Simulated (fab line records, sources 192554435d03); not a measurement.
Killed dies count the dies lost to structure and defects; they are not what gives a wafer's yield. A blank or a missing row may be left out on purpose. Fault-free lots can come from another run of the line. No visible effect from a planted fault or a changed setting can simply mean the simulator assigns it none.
Which tool is to blame? | flow n5 finfet | 10 lots, 27 wafers sampled, at 5 steps of a route of 1938

== WHAT THE GAUGES SHOWED, per wafer ==
N5_SD_EPI_N_INSPECT_26: inspects for defects (darkfield). Usual: 199 for raw defect count, sd 38.
lot  | measured    | on                | raw defect count | flag
L615 | day 3 07:28 | defect inspect-01 | 193 191 197      |
L617 | day 3 17:06 | defect inspect-02 | 255 171          |
L620 | day 4 13:13 | defect inspect-02 | 173 283 231      |
L622 | day 4 23:11 | defect inspect-01 | 187 194 163      |
L623 | day 5 06:55 | defect inspect-02 | 186 216 151      |
L625 | day 5 20:32 | defect inspect-02 | 168 228 219      |
L626 | day 6 03:08 | defect inspect-01 | 157 152 176      |
L629 | day 6 19:44 | defect inspect-02 | 284 232          |
L632 | day 7 09:57 | defect inspect-01 | 159 165 175      |
L638 | day 9 00:15 | defect inspect-02 | 158 150          |

N5_BEOL_M4_RC_MEAS_101. Usual: DIBL_N 36.3 mV/V, standard deviation 1.7; DIBL_P 36.0 mV/V, standard deviation 1.9; IOFF_N 0.156 nA/um, standard deviation 0.028; IOFF_P 0.21 nA/um, standard deviation 0.036; ION_N 675 uA/um, standard deviation 11; ION_P 463 uA/um, standard deviation 7.8; SS_N 71.6 mV/dec, standard deviation 0.59; SS_P 73.2 mV/dec, standard deviation 0.63; VT_N 250 mV, standard deviation 3.1; VT_P -251 mV, standard deviation 3.4.
lot  | measured     | on        | DIBL_N (mV/V)  | DIBL_P (mV/V)  | IOFF_N (nA/um)    | IOFF_P (nA/um) | ION_N (uA/um) | ION_P (uA/um) | SS_N (mV/dec)  | SS_P (mV/dec)  | VT_N (mV)   | VT_P (mV)      | flag
L615 | day 7 17:58  | prober-02 | 32.5 34.3 35.5 | 34.3 35.3 36.1 | 0.114 0.124 0.148 | 0.16 0.17 0.19 | 661 671 671   | 455 459 457   | 71.2 71.5 72.2 | 72.2 72.8 73.0 | 252 251 248 | -255 -252 -252 |
L617 | day 8 07:28  | prober-01 | 36.3 35.4      | 36.5 36.5      | 0.166 0.161       | 0.22 0.21      | 681 682       | 471 468       | 72.3 72.3      | 73.6 72.4      | 250 246     | -249 -252      |
L620 | day 9 01:55  | prober-02 | 34.2 35.6 36.1 | 33.5 35.0 34.7 | 0.128 0.146 0.155 | 0.19 0.22 0.21 | 673 661 667   | 464 457 461   | 71.0 71.8 71.4 | 72.3 72.8 72.6 | 250 252 251 | -252 -249 -248 |
L622 | day 9 18:32  | prober-01 | 37.0 37.8 36.4 | 37.0 38.1 35.9 | 0.159 0.195 0.144 | 0.22 0.26 0.20 | 675 691 662   | 461 475 458   | 71.3 71.4 72.1 | 73.8 73.9 73.5 | 248 245 250 | -247 -244 -249 |
L623 | day 9 12:40  | prober-02 | 34.3 34.4 38.4 | 33.6 34.0 38.9 | 0.128 0.122 0.192 | 0.17 0.17 0.25 | 674 663 678   | 460 451 458   | 70.8 71.3 72.2 | 72.6 73.4 74.0 | 253 252 247 | -251 -254 -249 |
L625 | day 10 11:14 | prober-02 | 32.8 35.2 35.2 | 32.7 34.5 36.2 | 0.098 0.137 0.135 | 0.14 0.15 0.18 | 642 668 683   | 443 450 463   | 70.1 71.6 70.9 | 72.1 71.6 72.6 | 258 250 252 | -257 -257 -253 |
L626 | day 10 14:10 | prober-01 | 36.4 35.6 37.5 | 35.7 34.7 35.7 | 0.143 0.124 0.168 | 0.19 0.17 0.19 | 666 661 674   | 454 454 457   | 71.9 70.9 72.2 | 73.5 73.0 73.5 | 252 256 251 | -253 -257 -255 |
L629 | day 11 08:19 | prober-02 | 36.5 36.7      | 37.7 38.3      | 0.165 0.153       | 0.19 0.20      | 676 670       | 454 460       | 72.8 71.7      | 72.5 73.7      | 252 251     | -251 -251      |
L632 | day 11 21:04 | prober-02 | 34.7 34.9 35.6 | 35.2 36.2 35.2 | 0.133 0.141 0.151 | 0.18 0.20 0.18 | 671 669 667   | 453 465 458   | 71.5 71.5 71.8 | 73.1 73.3 73.2 | 253 252 254 | -251 -253 -253 |
L638 | day 14 08:32 | prober-01 | 36.5 41.0      | 35.5 40.2      | 0.142 0.249       | 0.22 0.32      | 667 689       | 466 478       | 71.1 72.7      | 72.7 74.6      | 250 242     | -247 -245      |

== WHAT TOOL EACH LOT RAN ON (gives the tool, then ch and the chambers of the sampled wafers, and finally the start) ==
lot  | N5_SD_EPI_N_VAPOR_ETCH_50      | N5_SD_EPI_P_ETCHBACK_46           | N5_SD_EPI_P_ETCH_16
L615 | epi rpcvd-04 ch 0, day 3 05:01 | rie diel-04 ch 1,2,3, day 3 08:22 | rie diel-04 ch 1,2,3, day 3 08:34
L617 | epi rpcvd-02 ch 0, day 3 14:00 | rie diel-03 ch 3, day 3 18:05     | rie diel-03 ch 3, day 3 18:17
L620 | epi rpcvd-01 ch 0, day 4 10:47 | rie diel-04 ch 0,3, day 4 14:07   | rie diel-04 ch 0,3, day 4 14:19
L622 | epi rpcvd-04 ch 0, day 4 19:43 | rie diel-06 ch 2,3, day 5 00:05   | rie diel-06 ch 2,3, day 5 00:17
L623 | epi rpcvd-04 ch 0, day 5 03:50 | rie diel-06 ch 2,3, day 5 07:53   | rie diel-06 ch 2,3, day 5 08:05
L625 | epi rpcvd-04 ch 0, day 5 17:27 | rie diel-06 ch 0,1, day 5 21:26   | rie diel-06 ch 0,1, day 5 21:38
L626 | epi rpcvd-04 ch 0, day 6 00:09 | rie diel-04 ch 0,1,3, day 6 03:55 | rie diel-04 ch 0,1,3, day 6 04:07
L629 | epi rpcvd-01 ch 0, day 6 16:20 | rie diel-04 ch 1,2, day 6 20:38   | rie diel-04 ch 1,2, day 6 20:50
L632 | epi rpcvd-01 ch 0, day 7 07:25 | rie diel-04 ch 1,2,3, day 7 11:23 | rie diel-04 ch 1,2,3, day 7 11:35
L638 | epi rpcvd-01 ch 0, day 8 21:34 | rie diel-06 ch 0,3, day 9 01:02   | rie diel-06 ch 0,3, day 9 01:14
- N5_SD_EPI_N_VAPOR_ETCH_50: etches Si in HCl, time 54 s.
- N5_SD_EPI_P_ETCHBACK_46: etches SiNx in CH3F/O2, stops on SiO2, target depth 17.5 nm.
- N5_SD_EPI_P_ETCH_16: etches SiO2 in CHF3/O2, target depth 5 nm.

== AS READ BY THE TOOLS THEMSELVES (means over the sampled wafers that have a number; for cases with no such wafer, the mark the record gives instead) ==
N5_SD_EPI_N_VAPOR_ETCH_50. Usual: 11.6 % for throttle valve pct, sd 0.51.
lot  | tool         | throttle valve pct (%) | flag
L615 | epi rpcvd-04 | 11.5                   |
L617 | epi rpcvd-02 | 10.8                   |
L620 | epi rpcvd-01 | 11.9                   |
L622 | epi rpcvd-04 | 11.4                   |
L623 | epi rpcvd-04 | 11.5                   |
L625 | epi rpcvd-04 | 11.4                   |
L626 | epi rpcvd-04 | 11.5                   |
L629 | epi rpcvd-01 | 12.1                   |
L632 | epi rpcvd-01 | 12.0                   |
L638 | epi rpcvd-01 | 12.2                   |

N5_SD_EPI_P_ETCHBACK_46. Usual: drypump motor current A 5.7 A, standard deviation 0.59; oes_ar_750_au 0.79 a.u., standard deviation 0.097; oes product au 0.68 a.u., standard deviation 0.084; rf vpp V 297 V, standard deviation 5.6; showerhead plenum p Torr 2.03 Torr, standard deviation 0.07; throttle valve pct 16.30 %, standard deviation 0.2.
lot  | tool        | drypump motor current A (A) | oes_ar_750_au (a.u.) | oes product au (a.u.) | rf vpp V (V) | showerhead plenum p Torr (Torr) | throttle valve pct (%) | flag
L615 | rie diel-04 | 5.2                         | 0.71                 | 0.61                  | 294          | 2.01                            | 16.38                  |
L617 | rie diel-03 | 6.2                         | 0.69                 | 0.58                  | 286          | 1.90                            | 16.71                  |
L620 | rie diel-04 | 6.1                         | 0.84                 | 0.72                  | 303          | 2.05                            | 16.37                  |
L622 | rie diel-06 | 5.7                         | 0.73                 | 0.62                  | 296          | 1.99                            | 16.28                  |
L623 | rie diel-06 | 5.8                         | 0.76                 | 0.65                  | 297          | 2.01                            | 16.24                  |
L625 | rie diel-06 | 6.4                         | 0.80                 | 0.68                  | 297          | 2.06                            | 16.34                  |
L626 | rie diel-04 | 5.5                         | 0.84                 | 0.72                  | 299          | 2.06                            | 16.17                  |
L629 | rie diel-04 | 5.0                         | 0.82                 | 0.67                  | 296          | 2.10                            | 16.18                  |
L632 | rie diel-04 | 5.2                         | 0.85                 | 0.70                  | 296          | 2.09                            | 16.11                  |
L638 | rie diel-06 | 6.0                         | 0.83                 | 0.72                  | 302          | 2.04                            | 16.20                  |

N5_SD_EPI_P_ETCH_16. Usual: drypump motor current A 5.7 A, standard deviation 0.59; oes_ar_750_au 0.79 a.u., standard deviation 0.097; oes product au 0.79 a.u., standard deviation 0.1; rf vpp V 524 V, standard deviation 9.9; showerhead plenum p Torr 2.44 Torr, standard deviation 0.081; throttle valve pct 18.84 %, standard deviation 0.19.
lot  | tool        | drypump motor current A (A) | oes_ar_750_au (a.u.) | oes product au (a.u.) | rf vpp V (V) | showerhead plenum p Torr (Torr) | throttle valve pct (%) | flag
L615 | rie diel-04 | 5.2                         | 0.71                 | 0.70                  | 519          | 2.43                            | 18.90                  |
L617 | rie diel-03 | 6.2                         | 0.69                 | 0.68                  | 503          | 2.29                            | 19.24                  |
L620 | rie diel-04 | 6.1                         | 0.84                 | 0.85                  | 534          | 2.47                            | 18.93                  |
L622 | rie diel-06 | 5.6                         | 0.73                 | 0.71                  | 522          | 2.40                            | 18.78                  |
L623 | rie diel-06 | 5.8                         | 0.76                 | 0.75                  | 522          | 2.41                            | 18.76                  |
L625 | rie diel-06 | 6.4                         | 0.80                 | 0.80                  | 522          | 2.48                            | 18.89                  |
L626 | rie diel-04 | 5.5                         | 0.84                 | 0.85                  | 529          | 2.47                            | 18.75                  |
L629 | rie diel-04 | 5.1                         | 0.82                 | 0.81                  | 518          | 2.53                            | 18.73                  |
L632 | rie diel-04 | 5.2                         | 0.85                 | 0.85                  | 522          | 2.51                            | 18.68                  |
L638 | rie diel-06 | 6.0                         | 0.83                 | 0.83                  | 530          | 2.45                            | 18.76                  |

== THE ANSWER, worked out from the rows above alone ==
Rule: lot off if the mean of its wafers having a number is beyond 3 standard deviations from the usual mean. A lot without any number at a reading at which 4 lots or more have one is off too. Any other lot the step has rows for is counted as sound. First the gauges in route order, then the tools' own readings, where a lot's mean is used as printed above. The first step at which some lot is off is used, and at that step the reading that is off furthest; a lot without a number counts as furthest.
No lot is off at any reading shown: from this, nothing can be told.

== WHAT WAS PUT IN BY THE SIMULATOR ==
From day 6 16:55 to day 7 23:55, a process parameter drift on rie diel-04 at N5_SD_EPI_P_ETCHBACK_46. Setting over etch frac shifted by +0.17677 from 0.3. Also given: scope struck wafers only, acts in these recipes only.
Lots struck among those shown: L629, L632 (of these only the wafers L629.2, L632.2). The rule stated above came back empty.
